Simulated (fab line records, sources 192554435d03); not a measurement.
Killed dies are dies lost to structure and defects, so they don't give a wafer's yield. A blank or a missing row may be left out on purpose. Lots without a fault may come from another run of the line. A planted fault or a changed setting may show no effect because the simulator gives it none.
Split-lot experiment | flow n5_finfet | 7 lots, 21 wafers read, on a route of 1938 steps

THE SPLIT
At N5_BEOL_M3_ETCH_70 (etches SOC in N2/H2, target depth 80 nm, overetch 16 nm, time 120 s), the setting bias_w was moved away from the recipe's 150 W on 9 of the 21 wafers read, by -8.5% to +15.9%. The other wafers ran this setting at the recipe's value.

The reading is taken at the split's own step.

THE READING
rf_vpp_V, in V, at N5_BEOL_M3_ETCH_70 (etches SOC in N2/H2, target depth 80 nm, overetch 16 nm, time 120 s). Fault-free wafers of this fab line usually give 523.9 V, standard deviation 2.5 V.

wafer  | tool, chamber at the split | bias_w as run, W | against the recipe | rf_vpp_V, V | against lot-mates on the recipe
L074.2 | rie_diel-03, 2             | 150              | recipe             | 527.3       | -
L074.3 | rie_diel-03, 3             | 150              | recipe             | 525.6       | -
L074.5 | rie_diel-03, 2             | 150              | recipe             | 528.0       | -
L081.3 | rie_diel-03, 3             | 150              | recipe             | 525.5       | -
L081.4 | rie_diel-03, 1             | 164.2            | +9.5%              | 550.6       | +25.1
L081.5 | rie_diel-03, 2             | 164.2            | +9.5%              | 557.8       | +32.3
L084.1 | rie_diel-03, 3             | 150              | recipe             | 525.9       | -
L084.4 | rie_diel-03, 2             | 173.9            | +15.9%             | 576.4       | +50.5
L084.6 | rie_diel-03, 1             | 173.9            | +15.9%             | 570.8       | +44.9
L092.1 | rie_diel-03, 1             | 150              | recipe             | 519.4       | -
L092.3 | rie_diel-03, 2             | 150              | recipe             | 527.3       | -
L092.4 | rie_diel-03, 3             | 150              | recipe             | 525.0       | -
L088.2 | rie_diel-01, 2             | 159              | +6.0%              | 547.6       | +22.2
L088.5 | rie_diel-01, 2             | 150              | recipe             | 529.1       | -
L088.6 | rie_diel-01, 3             | 150              | recipe             | 521.6       | -
L089.2 | rie_diel-03, 2             | 150              | recipe             | 526.4       | -
L089.5 | rie_diel-03, 3             | 161.3            | +7.5%              | 549.9       | +23.5
L089.6 | rie_diel-03, 2             | 161.3            | +7.5%              | 550.0       | +23.6
L093.1 | rie_diel-06, 3             | 137.2            | -8.5%              | 496.1       | -27.8
L093.5 | rie_diel-06, 2             | 137.2            | -8.5%              | 491.8       | -32.1
L093.6 | rie_diel-06, 3             | 150              | recipe             | 523.9       | -

THE FIT
A straight line over all 21 wafers: rf_vpp_V changes by +3.21 V for each +1% of bias_w; r = +0.99; the points scatter about the line by 3.1 V.
The same after taking each lot's own level away (the mean of its wafers on the recipe; 21 wafers): +3.15 V for each +1%; r = +0.99; scatter 2.9 V.
On that fit, the largest move of bias_w shifts the reading by 50 V.
The lots' own levels span 523.90 to 526.97 V, that is 1.2 times the standard deviation above.
So the lot-to-lot level changes the slope little: the two slopes agree.
Check: with one of the wafers moved furthest among these (+15.9%) left out of the fit, the line predicts +49.3 V for it against its lot-mates. It came out at +50.5 V against them.
Tool readings at the split's step, against how far the setting was moved: rf_vpp_V r = +0.99.

OTHER SPLITS ON THESE WAFERS
These wafers also went through other splits before the reading. Each is held against what the fit with the lots' levels taken away leaves over:
other split on the same wafers   | wafers away from the commonest value | r with rf_vpp_V (lot level and that fit taken away)
N5_BEOL_M1_COAT_61 spin_rpm      | 7                                    | +0.41
N5_BEOL_M1_COAT_05 spin_rpm      | 10                                   | -0.47
N5_BEOL_M1_CMP_52 down_force_psi | 6                                    | +0.38
N5_BEOL_M2_ILD_DEP_00 time_s     | 10                                   | +0.39
N5_BEOL_M2_EXPOSE_08 dose_mj     | 6                                    | +0.21
N5_BEOL_M2_ETCH_64 bias_w        | 11                                   | +0.34

THE WHOLE CHAIN: every reading that the file lists as answering this split, in the file's order
step               | what it does                                                        | reading                                                                          | change (the file's fit)                | r (the file's)
N5_BEOL_M3_ETCH_70 | etches SOC in N2/H2, target depth 80 nm, overetch 16 nm, time 120 s | rf_vpp_V                                                                         | +3.14 V for each +1% of the setting    | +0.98
N5_BEOL_M3_ETCH_70 | etches SOC in N2/H2, target depth 80 nm, overetch 16 nm, time 120 s | SiARC_of_BEOL_M3_COAT_68.thk_nm (the simulator's own value, which no gauge read) | -0.0703 nm for each +1% of the setting | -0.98

THE FILE'S OWN FIT
rf_vpp_V changes by +3.14 V for each +1% of bias_w, r = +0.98.
